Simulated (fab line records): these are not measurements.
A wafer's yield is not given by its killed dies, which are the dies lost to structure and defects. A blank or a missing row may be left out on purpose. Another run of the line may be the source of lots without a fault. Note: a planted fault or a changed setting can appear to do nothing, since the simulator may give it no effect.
8D (eight disciplines) problem report, filled in by code	flow n5_finfet	the parts of the form that need people (team, actions taken, sign-off) are left out

== 1. PROBLEM STATEMENT ==
M7_ILD_THK at N5_BEOL_M7_THK_MEAS_01 reads a mean of 142.4 nm on 1 wafer of 1 lot; wafers without a fault read 156.5 nm with a standard deviation of 1.8. That is -7.8 standard deviations from the usual mean.
The first sign was on wafer L728.1 at day 11 04:12, on film_metro-01. Wafers with a number at this step in the record: 33, from 13 lots. By rule, "out" or "out of limits" means more than 4 standard deviations away from the usual mean. The other wafers with a number count as sound.

== 2. WHAT IT IS, AND WHAT IT ISN'T ==
question	is	is not
which readings at this step	M7_ILD_THK	-
which lots	L728	L720, L721, L722, L723, L724, L725, L735, L738, L740, L741, L742, L743
which wafers of those lots	L728.1	L728.3, L728.4
read on which gauges	film_metro-01	film_metro-02
when	from day 11 04:12	up to then (18 sound wafers); but 14 sound wafers of L735, L738, L740, L741, L742, L743 came after

== 3. WHAT RULES OUT EACH SUSPECT ==
Counting: a tool at a process step up to the reading stays a suspect if it ran every lot that is out. Sound lots after the first of them don't rule it out here, since some wafers of a struck lot are sound.
- the gauge at N5_BEOL_M7_THK_MEAS_01: kept. All the wafers that are out were read on film_metro-01, and no step on other tools shows them out.
- pvd_sputter-01 at N5_BEOL_M6_SPUTTER_48 (material Cu, target thk 10 nm, time 1.667 s): kept. L728, the lot that is out, went through it at day 11 02:20; up to then, the latest sound lot through it was L723 at day 9 22:31.
- pecvd-03 at N5_BEOL_M7_ILD_DEP_00 (deposits SiCOH lowk from DEMS/porogen, target thk 179.75 nm, time 33.4 s): kept. L728, the lot that is out, went through it at day 11 03:20; up to then, the latest sound lot through it was L725 at day 10 09:29.
Left after counting: pvd_sputter-01 at N5_BEOL_M6_SPUTTER_48, pecvd-03 at N5_BEOL_M7_ILD_DEP_00, film_metro-01 at N5_BEOL_M7_THK_MEAS_01.

== 4. THE CAUSE (what the simulator had put in) ==
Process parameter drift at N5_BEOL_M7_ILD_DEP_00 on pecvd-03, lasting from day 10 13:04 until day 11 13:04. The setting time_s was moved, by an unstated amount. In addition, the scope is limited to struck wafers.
Of the 3 suspects that counting leaves, this tool is one.

== 5. SEQUENCE OF EFFECTS, ordered by route ==
Each row: a reading whose mean over the struck wafers that have a number lies more than 3 standard deviations from the usual. Scope: only readings with a usual standard deviation given in the record; hours: median across lots of the time from each lot's start at the first step in this table that gives one to its start at this step; sigmas: change in usual standard deviations.
hours	step	reading	usual	on struck wafers	change	sigmas
0	N5_BEOL_M7_THK_MEAS_01	M7_ILD_THK	156.5 nm	142.4	-14.1	-7.8
At these later measuring or inspecting steps, every struck wafer for which the step has a row has a number for every such reading, and none has moved that far: N5_BEOL_M7_CD_MEAS_11.

== 6. WHAT WOULD HAVE CAUGHT IT SOONER ==
Counted from the fault's start at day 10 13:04, it took 15 hours until the first out-of-limits reading at a measuring or inspecting step in this record, taken at day 11 04:12.
No tool reading at N5_BEOL_M7_ILD_DEP_00 that has a usual standard deviation in the record was out on any struck wafer, so an alarm limit of 4 standard deviations on those readings would not have fired.
By day 11 04:12 the whole set of lots that are out, 1 in number, had already begun N5_BEOL_M7_ILD_DEP_00 on pecvd-03. Had the tool been put on hold then, not one of them would have been saved.
